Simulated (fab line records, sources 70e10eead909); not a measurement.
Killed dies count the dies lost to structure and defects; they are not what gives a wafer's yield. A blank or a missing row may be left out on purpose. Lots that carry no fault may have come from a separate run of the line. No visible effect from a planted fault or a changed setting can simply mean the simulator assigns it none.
Code-filled problem report in 8D (eight disciplines) form    flow nand_harc    the parts of the form that need people (team, actions taken, sign-off) are left out

## 1. THE PROBLEM
Mean of thk_nm at NHARC_A_ONON_D1_THK_MEAS_02: 762 nm across 4 wafers in 3 lots; on wafers with no fault it is 1003 nm (standard deviation 7). That is -34 standard deviations from the usual mean.
The step: measures by ellipsometry.
First observed at day 9 07:28: wafer L337.4, on film_metro-01. The record holds 42 wafers of 15 lots with a number at this step. The rule behind "out" and "out of limits": a value lying over 4 standard deviations away from the usual mean. Any other wafer with a number is counted as sound.

## 2. WHAT IT IS; WHAT IT IS NOT
question                     is                              is not
which readings at this step  thk_nm                          -
which lots                   L337, L338, L343                L330, L331, L332, L333, L336, L340, L345, L346, L349, L350, L352, L353
which wafers of those lots   L337.4, L338.2, L338.4, L343.4  L337.1, L343.1
read on which gauges         film_metro-01, film_metro-02    -
when                         from day 9 07:28                up to then (16 sound wafers); but 22 sound wafers of L340, L343, L345, L346, L349, L350, L352, L353 came after

## 3. SUSPECTS, AND WHAT RULES EACH OUT
Counting: any tool at a process step up to the reading remains a suspect provided it ran every lot that is out. Sound lots after the first of them don't rule it out here, since some wafers of a struck lot are sound.
- the gauge at NHARC_A_ONON_D1_THK_MEAS_02 has been ruled out. 2 gauges (film_metro-01, film_metro-02) read the wafers that are out.
- pecvd_onon-03 at NHARC_A_ONON_D1_DEP_00 (target thk 1000 nm): kept. It ran every lot that is out, first L337 (day 9 06:58); its last sound lot up to then is L333 (day 8 07:13).
The count leaves pecvd_onon-03 at NHARC_A_ONON_D1_DEP_00.

## 4. THE CAUSE (what the simulator had put in)
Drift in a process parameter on pecvd_onon-03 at NHARC_A_ONON_D1_DEP_00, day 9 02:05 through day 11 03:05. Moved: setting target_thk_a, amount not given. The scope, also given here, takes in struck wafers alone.
Only this tool survived the counting.

## 5. THE CHAIN OF EFFECTS, in route order
Each row: a reading where the mean over the struck wafers with a number is more than 3 standard deviations away from the usual. Scope: only readings with a usual standard deviation given in the record; hours: median across lots of the time from each lot's start at the first step in this table that gives one to its start at this step; sigmas: change in usual standard deviations.
hours  step                         reading  usual    on struck wafers  change  sigmas
0      NHARC_A_ONON_D1_THK_MEAS_02  thk_nm   1003 nm  762               -241    -34
Later measuring or inspecting steps at which every struck wafer that the step has a row for has a number for every such reading, and none has moved that far: NHARC_A_ONON_D1_THK_MEAS_21.

## 6. HOW IT WOULD HAVE BEEN CAUGHT EARLIER
The first out-of-limits reading at a measuring or inspecting step in this record came at day 9 07:28, 5 hours after the fault's start at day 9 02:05.
Of the lots that are out (3), L338, L343 began NHARC_A_ONON_D1_DEP_00 on pecvd_onon-03 after day 9 07:28. A hold on the tool at that time would have spared those 2.
